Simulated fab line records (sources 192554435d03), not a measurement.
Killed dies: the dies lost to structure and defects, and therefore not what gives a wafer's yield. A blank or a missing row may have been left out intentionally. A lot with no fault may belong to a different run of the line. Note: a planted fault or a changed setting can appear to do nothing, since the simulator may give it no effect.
Problem report in the 8D (eight disciplines) form, filled by code | flow n5 finfet | the parts of the form that need people (team, actions taken, sign-off) are left out

1. THE ISSUE
Wafers without a fault read 12, standard deviation 5.7; killed at contacts at N5_PASSIVATION_PROBE_49 reads a mean of 1098 on 3 wafers belonging to 2 lots. So: +99 or more standard deviations from the usual mean.
First observed at day 16 03:38: wafer L136.1, on prober-02. At this step, 9 wafers from 4 lots have a number in the record. Rule for "out" (also "out of limits"): further than 4 standard deviations from the usual mean. All remaining wafers that have a number are taken as sound.

2. WHAT IT IS, WHAT IT ISN'T
question                    | is                                             | is not
which readings at this step | killed at contacts, killed dies, killed on rim | killed_at_M0_to_M3, killed_at_M4_up, killed at front end, killed at other, killed open, killed short
which lots                  | L135, L136                                     | L130, L141
which wafers of those lots  | L135.6, L136.1, L136.6                         | L135.2
read on which tools         | prober-02                                      | prober-01
when                        | from day 16 03:38                              | up to then (2 sound wafers); but 4 sound wafers of L135, L141 came after

3. SUSPECTS, AND WHAT RULES EACH OUT
Counting: a tool at a process step up to the reading stays a suspect if it ran every lot that is out. Sound lots after the first of them don't rule it out here, since some wafers of a struck lot are sound.
- rie diel-05 at N5_MOL_CONTACT_COAG_ETCH_48 (etches SiOC in C4F6/O2, target depth 15 nm, overetch 4.5 nm, time 17 s): kept. Every lot that is out went through it, the first being L135 (day 9 03:26); the last sound lot it ran before that was L130 (day 7 20:18).
- rie diel-06 at N5_PASSIVATION_DESCUM_12 (chemistry O2, time 7.9 s): kept. It ran every lot that is out and that the record shows at this step, first L135 (day 16 00:41). The record shows only 1 of the 2 lots at this step.
- prober-02 at N5_PASSIVATION_PROBE_49: kept. Every lot that is out went through it, the first being L136 (day 16 03:38); the last sound lot it ran before that was L130 (day 14 20:45). On those wafers its own readings are out: killed at contacts, killed dies, killed on rim.
- Within rie diel-05 at N5_MOL_CONTACT_COAG_ETCH_48: the wafers that are out ran in chambers 1, 3; their sound lot-mates ran in chamber 0.
After the count, these remain: rie diel-05 at N5_MOL_CONTACT_COAG_ETCH_48, rie diel-06 at N5_PASSIVATION_DESCUM_12 and prober-02 at N5_PASSIVATION_PROBE_49.

4. THE CAUSE (what the simulator had put in)
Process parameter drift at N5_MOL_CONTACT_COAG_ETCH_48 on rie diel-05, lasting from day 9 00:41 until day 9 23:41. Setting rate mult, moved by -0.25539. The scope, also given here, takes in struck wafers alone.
Counting leaves 3 suspects; this tool is one of them.

5. THE CHAIN OF EFFECTS, in route order
Each row: a reading whose mean over the struck wafers that have a number lies more than 3 standard deviations from the usual. Only readings whose record carries a usual standard deviation are examined. hours: median over the lots of the time between each lot's start at the first step of this table that gives one and its start at this step. sigmas: the change, counted in usual standard deviations.
hours | step                    | reading            | usual | on struck wafers | change | sigmas
0     | N5_PASSIVATION_PROBE_49 | killed at contacts | 12    | 1098             | +1086  | +99 or more
0     | N5_PASSIVATION_PROBE_49 | killed dies        | 105   | 1180             | +1075  | +60
0     | N5_PASSIVATION_PROBE_49 | killed on rim      | 14    | 152              | +138   | +35
It contains these process steps:
- N5_PASSIVATION_PROBE_49

6. WHAT WOULD HAVE CAUGHT IT SOONER
First out-of-limits reading in this record: day 16 03:38, which is 171 hours after fault onset at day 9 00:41.
An alarm limit of 4 standard deviations would not have fired on the tool readings at N5_MOL_CONTACT_COAG_ETCH_48 for which the record gives a usual standard deviation, since none of them was out on any struck wafer.
All the lots that are out (2) had begun N5_MOL_CONTACT_COAG_ETCH_48 on rie diel-05 by day 16 03:38. A hold on the tool at that time would have spared none of them.
